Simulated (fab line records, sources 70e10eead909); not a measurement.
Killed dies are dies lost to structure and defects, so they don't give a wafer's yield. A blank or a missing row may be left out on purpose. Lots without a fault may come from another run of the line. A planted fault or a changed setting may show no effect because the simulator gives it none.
fab line records | flow nand_harc
record lots=15 wafers=45 last_day=33
route steps=1302 shown A_STAIRCASE@766
lots that met no fault: from a run of the same line without faults
start_h: hours from the record's first day to the start of the lot's first wafer shown | wait_h: hours since the lot's step before | " the same as in the row above | L1.1+2: a row that stands for several wafers | - no value, or no start given | * or withheld: withheld | < > ~ a bound
route shown NAME@n: a module of which the file shows steps, and the number in the route of the first | usual: mean/standard deviation of fault-free wafers | same: alike in all rows | chamber/n: place in a boat | sites: the reading at each site | _std_site: their standard deviation | _edge_site: outer sites' mean less inner sites' | radius_mm: how far each site lies from the wafer's centre | mask NAME#n: copy n | behind: the tool/chamber that last shaped the wafer | hold: why the lot was held/for how many hours/how that ended | device: the transistor (n, p or np) that didn't switch | end of line: the same wafers' tests at the end of the route | a step without rows: its recipe alone | killed: dies lost to structure and defects at the first sort, not the wafer's yield | map: a wafer's dies, x killed, . not, _ none there
set.NAME: the setting as run; set.NAME@STEP: as run at that earlier step | model.NAME: the simulator's own value behind a step, which no gauge read
steps of the route over a sample of lots; a table a step, a row a wafer
services: from which hour (start_h, from the record's first day; less than 0 if before it) a tool's chamber was out of use, for how many hours, and why
## steps
# step NHARC_A_STAIRCASE_DESCUM_252
# recipe time_s=3 o2_flow_sccm=200 ar_flow_sccm=0 bias_power_w=0 chemistry=O2
# usual drypump_motor_current_A=5.6/0.55 oes_product_au=1.001/0.011 rf_vpp_V=57.7/0.91 showerhead_plenum_p_Torr=1.92/0.08 throttle_valve_pct=11.311/0.0097
# columns lot.wafer tool chamber start_h wait_h drypump_motor_current_A oes_product_au rf_hours_counter_h rf_vpp_V showerhead_plenum_p_Torr throttle_valve_pct
L865.3 rie_diel-02 2 381.87 - 5.7 0.991 47 57.9 1.95 11.324
L865.2 " 0 " " 6.7 1.004 43 58.4 2.05 11.314
L865.6 " 2 " " 5.7 0.991 - 57.5 1.95 11.312
L864.4 rie_diel-02 1 383.60 - 6.3 0.992 52 57.0 1.95 11.313
L864.2 " 3 " " 4.9 0.995 45 56.9 1.83 11.317
L864.6 " 2 " " 5.7 0.992 - 58.0 1.95 11.302
L866.4 rie_diel-09 0 400.57 - 6.2 0.989 27 57.7 2.03 11.303
L866.5 " 2 " " 5.0 0.989 - 57.4 1.77 11.312
L866.6 " 3 " " 4.7 1.001 - 56.9 1.92 11.292
L868.1 rie_diel-08 3 411.73 - 4.9 1.025 14 58.6 1.90 11.312
L868.4 " 0 " " 5.6 1.007 15 55.6 1.84 11.312
L868.5 " 2 " " 5.6 1.018 - 57.3 1.90 11.312
L870.2 rie_diel-08 0 433.57 - 5.5 0.997 20 57.4 1.84 11.313
L870.3 " 1 " " 5.6 1.000 15 58.6 2.05 11.308
L870.5 " 2 " " 5.6 1.001 - 56.8 1.89 11.304
L871.2 rie_diel-08 0 455.06 - 5.6 1.007 28 57.6 1.84 11.303
L871.4 " 2 " " 5.5 0.993 26 57.2 1.89 11.321
L871.5 " 0 " " 5.6 1.014 - 57.8 1.84 11.299
L872.1 rie_diel-08 1 455.31 - 5.6 1.003 23 57.7 2.05 11.295
L872.5 " 0 " " 5.6 1.005 - 57.6 1.84 11.307
L872.6 " 1 " " 5.6 1.005 - 57.6 2.05 11.312
L873.1 rie_diel-08 2 459.40 - 5.6 1.002 26 56.2 1.89 11.319
L873.3 " 0 " " 5.5 1.004 28 56.9 1.84 11.309
L873.6 " 1 " " 5.6 0.997 - 59.0 2.05 11.303
L875.4 rie_diel-08 1 487.34 - 5.6 1.009 35 57.5 2.05 11.316
L875.6 " 2 " " 5.6 0.999 - 58.6 1.89 11.335
L875.5 " 3 " " 4.8 1.018 - 58.5 1.89 11.310
L880.3 rie_diel-08 1 535.12 - 5.6 0.995 52 59.6 2.04 11.306
L880.2 " 2 " " 5.5 1.001 51 58.4 1.88 11.316
L880.5 " 0 " " 5.6 1.001 - 58.0 1.83 11.325
L881.4 rie_diel-02 1 557.98 - 6.3 0.982 53 58.4 1.94 11.320
L881.2 " 2 " " 5.7 0.994 49 58.5 1.94 11.297
L881.1 " 0 " " 6.7 1.003 57 58.7 2.03 11.312
L883.4 rie_diel-02 3 561.45 - 4.9 0.992 59 58.3 1.81 11.299
L883.2 " 0 " " 6.7 1.002 58 57.8 2.03 11.316
L883.6 " 2 " " 5.7 0.998 - 57.0 1.94 11.327
L882.1 rie_diel-02 1 562.22 - 6.3 0.977 53 57.4 1.94 11.308
L882.3 " 3 " " 5.0 1.009 59 59.2 1.81 11.301
L882.5 " 1 " " 6.3 0.980 - 58.2 1.94 11.320
L884.4 rie_diel-08 1 582.67 - 5.6 1.001 4 58.6 2.04 11.312
L884.2 " 2 " " 5.6 1.003 11 58.3 1.88 11.308
L884.5 " 1 " " 5.6 0.992 - 57.3 2.04 11.304
L885.4 rie_diel-08 3 588.99 - 4.9 1.014 12 56.5 1.88 11.319
L885.5 " 2 " " 5.6 0.996 - 57.5 1.88 11.310
L885.6 " 3 " " 4.8 1.023 - 55.7 1.88 11.308
# step NHARC_A_STAIRCASE_ETCH_253
# recipe target_depth_a=500 time_s=20.2 ion_energy_ev=400 c4f8_flow_sccm=20 o2_flow_sccm=10 ar_flow_sccm=withheld rf_w=600 bias_w=1000 chemistry=C4F8/O2
# usual oes_product_au=0.960/0.021 rf_vpp_V=896/5.1
# columns lot.wafer tool chamber start_h wait_h oes_product_au rf_hours_counter_h rf_vpp_V
L865.2 rie_diel-02 3 381.96 0.1 0.952 45 890
L865.3 " 2 " " 0.936 47 900
L865.6 " 3 " " 0.945 - 891
L864.4 rie_diel-02 0 383.69 0.1 0.929 43 903
L864.2 " 2 " " 0.965 47 898
L864.6 " 1 " " 0.954 - 898
L866.4 rie_diel-09 1 400.64 0.1 0.943 28 895
L866.5 " 1 " " 0.940 - 895
L866.6 " 2 " " 0.929 - 887
L868.4 rie_diel-08 0 411.81 0.1 0.981 15 890
L868.1 " 2 " " 0.962 12 896
L868.5 " 1 " " 0.965 - 906
L870.2 rie_diel-08 2 433.65 0.1 0.976 20 895
L870.3 " 3 " " 0.979 22 895
L870.5 " 1 " " 0.986 - 905
L871.2 rie_diel-08 2 455.15 0.1 0.987 26 895
L871.4 " 3 " " 0.988 28 895
L871.5 " 2 " " 0.979 - 896
L872.1 rie_diel-08 1 455.39 0.1 0.957 23 906
L872.6 " 0 " " 0.962 - 890
L872.5 " 1 " " 0.962 - 905
L873.3 rie_diel-08 0 459.78 0.3 0.947 28 891
L873.1 " 1 " " 0.947 24 905
L873.6 " 0 " " 0.946 - 891
L875.4 rie_diel-08 1 487.41 0.1 0.972 35 904
L875.6 " 2 " " 0.958 - 894
L875.5 " 3 " " 0.966 - 894
L880.3 rie_diel-08 0 535.21 0.1 0.958 53 891
L880.2 " 1 " " 0.951 52 906
L880.5 " 2 " " 0.967 - 894
L881.4 rie_diel-02 3 558.07 0.1 0.985 59 891
L881.2 " 0 " " 0.985 57 904
L881.1 " 2 " " 0.961 49 898
L883.2 rie_diel-02 0 561.52 0.1 0.992 58 905
L883.4 " 2 " " 0.957 50 898
L883.6 " 0 " " 0.982 - 904
L882.1 rie_diel-02 2 562.31 0.1 0.976 50 898
L882.3 " 3 " " 0.975 59 889
L882.5 " 2 " " 0.982 - 899
L884.4 rie_diel-08 2 582.82 0.1 0.955 11 894
L884.2 " 3 " " 0.956 11 893
L884.5 " 0 " " 0.968 - 892
L885.4 rie_diel-08 2 589.08 0.1 0.945 12 895
L885.5 " 0 " " 0.976 - 891
L885.6 " 1 " " 0.967 - 904
# step NHARC_A_STAIRCASE_EXPOSE_286
# recipe na=0.5 dose_mj=25.01 mask_id=CHOP_100
# usual exposure_dose_mJ_cm2=25.012/0.024 focus_offset_nm=0.0/0.48
# columns lot.wafer tool chamber start_h wait_h mask exposure_dose_mJ_cm2 focus_offset_nm
L865.2 krf_scanner-04 0 393.94 - CHOP_100#0 25.030 -0.5
L865.3 " 0 " " CHOP_100#0 24.985 -0.6
L865.6 " 0 " " CHOP_100#0 25.012 -0.1
L864.2 krf_scanner-02 0 394.70 - CHOP_100#0 24.981 -0.5
L864.4 " 0 " " CHOP_100#0 25.018 -0.2
L864.6 " 0 " " CHOP_100#0 25.046 -0.2
L866.4 krf_scanner-04 0 414.07 - CHOP_100#0 25.025 0.5
L866.5 " 0 " " CHOP_100#0 25.040 0.4
L866.6 " 0 " " CHOP_100#0 25.035 0.3
L868.1 krf_scanner-01 0 423.24 - CHOP_100#0 25.026 -0.2
L868.4 " 0 " " CHOP_100#0 25.018 -0.1
L868.5 " 0 " " CHOP_100#0 24.972 0.6
L870.2 krf_scanner-01 - 446.09 - CHOP_100#0 - -
L870.3 " - " " CHOP_100#0 - -
L870.5 " - " " CHOP_100#0 - -
L871.2 krf_scanner-04 - 467.84 - CHOP_100#0 - -
L871.4 " - " " CHOP_100#0 - -
L871.5 " - " " CHOP_100#0 - -
L872.1 krf_scanner-02 - 468.00 - CHOP_100#0 - -
L872.5 " - " " CHOP_100#0 - -
L872.6 " - " " CHOP_100#0 - -
L873.1 krf_scanner-02 0 469.53 - CHOP_100#0 24.994 -0.1
L873.3 " 0 " " CHOP_100#0 24.987 0.9
L873.6 " 0 " " CHOP_100#0 25.032 -0.1
L875.4 krf_scanner-01 0 498.51 - CHOP_100#0 24.983 -1.3
L875.5 " 0 " " CHOP_100#0 24.994 -0.9
L875.6 " 0 " " CHOP_100#0 24.991 -0.7
L880.2 krf_scanner-02 0 548.03 - CHOP_100#0 24.973 0.1
L880.3 " 0 " " CHOP_100#0 25.026 -0.2
L880.5 " 0 " " CHOP_100#0 25.021 -0.7
L881.1 krf_scanner-04 0 572.14 - CHOP_100#0 24.982 -0.3
L881.2 " 0 " " CHOP_100#0 25.004 0.4
L881.4 " 0 " " CHOP_100#0 24.988 0.6
L883.2 krf_scanner-04 0 573.87 - CHOP_100#0 25.031 0.5
L883.4 " 0 " " CHOP_100#0 25.049 0.5
L883.6 " 0 " " CHOP_100#0 25.023 0.4
L882.1 krf_scanner-02 0 574.84 - CHOP_100#0 25.012 -0.3
L882.3 " 0 " " CHOP_100#0 24.980 -0.1
L882.5 " 0 " " CHOP_100#0 24.960 -0.6
L884.2 krf_scanner-01 0 592.46 - CHOP_100#0 25.010 0.1
L884.4 " 0 " " CHOP_100#0 25.032 -0.6
L884.5 " 0 " " CHOP_100#0 25.002 -0.5
L885.4 krf_scanner-04 0 599.36 - CHOP_100#0 24.993 0.2
L885.5 " 0 " " CHOP_100#0 24.989 0.4
L885.6 " 0 " " CHOP_100#0 24.976 -0.1
# step NHARC_A_STAIRCASE_HM_OPEN_460
# recipe o2_flow_sccm=400 cos_flow_sccm=20 ar_flow_sccm=0 rf_w=500 bias_w=300 chemistry=O2/COS
# usual drypump_motor_current_A=5.5/0.57 oes_product_au=0.997/0.01 rf_vpp_V=467.2/2.9 showerhead_plenum_p_Torr=3.13/0.13 throttle_valve_pct=28.330/0.0095
# columns lot.wafer tool chamber start_h wait_h drypump_motor_current_A oes_product_au rf_hours_counter_h rf_vpp_V showerhead_plenum_p_Torr throttle_valve_pct
L865.3 rie_diel-09 1 - - 6.2 0.994 25 466.8 3.09 28.316
L865.2 " 2 " " 4.9 0.982 29 462.9 2.90 28.333
L865.6 " 0 " " 6.1 0.975 - 469.5 3.31 28.337
L864.2 rie_diel-08 0 - - 5.6 1.004 6 465.2 3.01 28.317
L864.4 " 1 " " 5.6 1.011 5 473.2 3.34 28.347
L864.6 " 0 " " 5.6 1.007 - 464.1 3.01 28.326
L866.4 rie_diel-08 2 - - 5.6 1.008 12 467.0 3.10 28.329
L866.5 " 0 " " 5.6 0.995 - 465.1 3.01 28.319
L866.6 " 1 " " 5.6 0.995 - 472.4 3.34 28.320
L868.4 rie_diel-08 3 - - 4.9 1.001 20 465.1 3.10 28.345
L868.1 " 0 " " 5.6 1.000 18 464.3 3.01 28.331
L868.5 " 2 " " 5.6 0.997 - 466.5 3.09 28.327
L870.2 rie_diel-09 3 - - 4.7 1.007 45 466.4 3.12 28.350
L870.3 " 0 " " 6.2 0.990 43 471.3 3.30 28.335
L870.5 " 3 " " 4.7 1.005 - 467.8 3.13 28.329
L871.4 rie_diel-08 3 - - 4.8 1.004 31 466.9 3.09 28.335
L871.2 " 1 " " 5.6 1.005 26 472.3 3.33 28.322
L871.5 " 2 " " 5.6 1.005 - 465.3 3.09 28.354
L872.1 rie_diel-08 3 - - 4.9 1.011 31 466.0 3.09 28.337
L872.5 " 1 " " 5.6 1.000 - 473.4 3.33 28.331
L872.6 " 2 " " 5.5 0.999 - 465.5 3.09 28.327
L873.1 rie_diel-09 0 - - 6.1 0.980 52 470.6 3.29 28.340
L873.3 " 1 " " 6.2 0.984 54 466.7 3.08 28.325
L873.6 " 1 " " 6.3 0.979 - 466.2 3.08 28.344
L875.4 rie_diel-02 2 - - 5.7 0.989 26 467.5 3.17 28.324
L875.5 " 3 " " 4.9 0.995 - 464.7 2.98 28.323
L875.6 " 0 " " 6.7 1.014 - 471.4 3.31 28.345
L880.3 rie_diel-02 2 - - 5.7 0.997 47 467.4 3.16 28.314
L880.2 " 3 " " 4.9 0.997 57 462.2 2.97 28.338
L880.5 " 0 " " 6.7 1.002 - 470.7 3.30 28.336
L881.2 rie_diel-08 0 - - 5.6 1.010 6 463.9 2.99 28.320
L881.1 " 2 " " 5.6 0.999 6 465.6 3.07 28.333
L881.4 " 3 " " 4.9 0.997 - 465.9 3.08 28.335
L883.2 rie_diel-08 0 - - 5.6 1.004 7 464.3 2.99 28.339
L883.6 " 3 " " 4.9 1.006 - 465.4 3.08 28.328
L883.4 " 0 " " 5.6 1.020 - 464.4 2.99 28.342
L882.3 rie_diel-09 0 - - 6.1 0.996 28 472.1 3.27 28.331
L882.1 " 2 " " 5.0 0.988 28 471.8 3.36 28.331
L882.5 " 3 " " 4.7 1.004 - 469.5 3.11 28.310
L884.2 rie_diel-09 2 - - 5.0 0.982 35 471.7 3.35 28.339
L884.5 " 2 " " 5.0 0.991 - 472.1 3.35 28.327
L884.4 " 1 " " 6.3 0.980 - 466.3 3.07 28.337
L885.4 rie_diel-08 3 - - 4.9 0.999 13 466.4 3.07 28.317
L885.5 " 1 " " 5.7 0.999 - 470.9 3.31 28.320
L885.6 " 2 " " 5.6 0.992 - 467.4 3.07 28.315
## services
# columns tool chamber start_h hours kind
rie_diel-08 - 367.84 9.0 pm
rie_diel-08 0 367.84 9.0 vent_cycle
rie_diel-08 1 367.84 9.0 vent_cycle
rie_diel-08 2 379.29 7.0 repair
rie_diel-02 - 393.86 9.0 pm
krf_scanner-04 - 398.58 3.4 repair
rie_diel-08 1 401.22 6.6 repair
krf_scanner-01 - 411.25 0.4 repair
krf_scanner-04 - 422.69 0.4 repair
krf_scanner-02 - 438.00 4.0 pm
rie_diel-02 - 442.16 0.3 repair
rie_diel-09 3 451.33 8.9 repair
rie_diel-02 2 455.77 5.2 repair
rie_diel-08 0 465.72 2.6 repair
krf_scanner-01 - 484.00 4.0 pm
rie_diel-09 - 497.17 9.0 pm
krf_scanner-01 - 499.48 1.2 repair
krf_scanner-04 - 526.00 4.0 pm
rie_diel-09 1 539.60 45.0 repair
rie_diel-08 - 544.89 9.0 pm
rie_diel-08 - 569.67 0.4 repair
rie_diel-02 - 570.88 9.0 pm
krf_scanner-04 - 576.58 2.0 repair
rie_diel-09 0 589.90 6.2 repair
## key
first_sign step=NHARC_A_STAIRCASE_EXPOSE_286 reading=tool_record direction=missing
effect none on later readings
met_at NHARC_A_STAIRCASE_EXPOSE_286
struck_lots L870,L871,L872
later_rows_left_out L870.2,L870.3,L870.5,L871.2,L871.4,L871.5,L872.1,L872.5,L872.6
sort_left_out L870.2,L870.3,L870.5,L871.2,L871.4,L871.5,L872.1,L872.5,L872.6
tester_left_out L870,L871,L872
not_acting_at NHARC_A_STAIRCASE_DESCUM_252,NHARC_A_STAIRCASE_ETCH_253,NHARC_A_STAIRCASE_HM_OPEN_460
onset_between 423.24 446.09
fault kind=skipped_step_whole tool=krf_scanner-01,krf_scanner-02,krf_scanner-04 chamber=- onset_h=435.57 steps=NHARC_A_STAIRCASE_EXPOSE_286 scope=struck_lots_only
# tester_left_out: of these lots the tester's yield and bins aren't shown, on N5 and GAA mostly nor the transistor test; their killed dies are dies lost to structure and defects alone, not to doping, threshold or leakage, so they don't give the yield
# sort_left_out: the simulated sort isn't trusted on such a fault, so these wafers' sort isn't shown, and their yield isn't known
# later_rows_left_out: the simulator's readings of these wafers behind a module that went badly wrong aren't trusted and aren't shown, but for the sort
